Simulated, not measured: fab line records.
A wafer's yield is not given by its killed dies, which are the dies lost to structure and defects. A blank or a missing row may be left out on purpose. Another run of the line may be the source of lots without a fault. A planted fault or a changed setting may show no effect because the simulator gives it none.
Matching of chambers || flow n5 finfet || N5_BEOL_M10_STRIP_36 on rie diel-03 has 4 sister chambers
The step strips in N2/H2. 8 wafers are shown with their chamber, then 9 later ones without.

WAFERS PAIRED WITH THEIR CHAMBERS
{"wafer": "L083.2", "chamber": 2, "drypump motor current A (A)": 5.4, "throttle valve pct (%)": 23.3}
{"wafer": "L086.2", "chamber": 1, "drypump motor current A (A)": 6.3, "throttle valve pct (%)": 23.7}
{"wafer": "L085.4", "chamber": 2, "drypump motor current A (A)": 5.3, "throttle valve pct (%)": 23.3}
{"wafer": "L088.5", "chamber": 1, "drypump motor current A (A)": 6.3, "throttle valve pct (%)": 23.8}
{"wafer": "L088.6", "chamber": 0, "drypump motor current A (A)": 5.8, "throttle valve pct (%)": 23.4}
{"wafer": "L090.2", "chamber": 3, "drypump motor current A (A)": 5.5, "throttle valve pct (%)": 24.1}
{"wafer": "L090.4", "chamber": 0, "drypump motor current A (A)": 5.8, "throttle valve pct (%)": 23.4}
{"wafer": "L090.5", "chamber": 3, "drypump motor current A (A)": 5.4, "throttle valve pct (%)": 24.1}

WAFERS WITHOUT THEIR CHAMBER
{"wafer": "L092.1", "drypump motor current A (A)": 5.8, "throttle valve pct (%)": 23.4}
{"wafer": "L092.4", "drypump motor current A (A)": 5.4, "throttle valve pct (%)": 23.3}
{"wafer": "L092.6", "drypump motor current A (A)": 5.4, "throttle valve pct (%)": 24.1}
{"wafer": "L096.4", "drypump motor current A (A)": 6.3, "throttle valve pct (%)": 23.8}
{"wafer": "L096.5", "drypump motor current A (A)": 6.4, "throttle valve pct (%)": 23.8}
{"wafer": "L096.6", "drypump motor current A (A)": 5.8, "throttle valve pct (%)": 23.3}
{"wafer": "L097.1", "drypump motor current A (A)": 5.8, "throttle valve pct (%)": 23.4}
{"wafer": "L097.4", "drypump motor current A (A)": 5.4, "throttle valve pct (%)": 23.4}
{"wafer": "L097.5", "drypump motor current A (A)": 5.8, "throttle valve pct (%)": 23.4}

EACH ONE'S CHAMBER
{"wafer": "L092.1", "from the rows above": 0, "in truth": 0}
{"wafer": "L092.4", "from the rows above": 2, "in truth": 2}
{"wafer": "L092.6", "from the rows above": 3, "in truth": 3}
{"wafer": "L096.4", "from the rows above": 1, "in truth": 1}
{"wafer": "L096.5", "from the rows above": 1, "in truth": 1}
{"wafer": "L096.6", "from the rows above": 0, "in truth": 0}
{"wafer": "L097.1", "from the rows above": 0, "in truth": 0}
{"wafer": "L097.4", "from the rows above": 2, "in truth": 2}
{"wafer": "L097.5", "from the rows above": 0, "in truth": 0}
Placed correctly: 9 of 9. Can't be placed from these rows: 0. Placed wrongly: 0.
How it was worked out, from the rows above alone: a wafer's distance from a chamber is the root of the sum, over the readings, of the square of ((its reading less the chamber's mean) divided by the reading's scatter). If the next closest chamber is less than 2 further off than the closest, the wafer can't be placed; otherwise it belongs to the closest. Each chamber's mean is taken over the wafers shown for it. How the scatter is found: for the shown wafers, subtract from each reading the mean of its chamber, square and add these, divide the total by (wafers less chambers), then take the root.
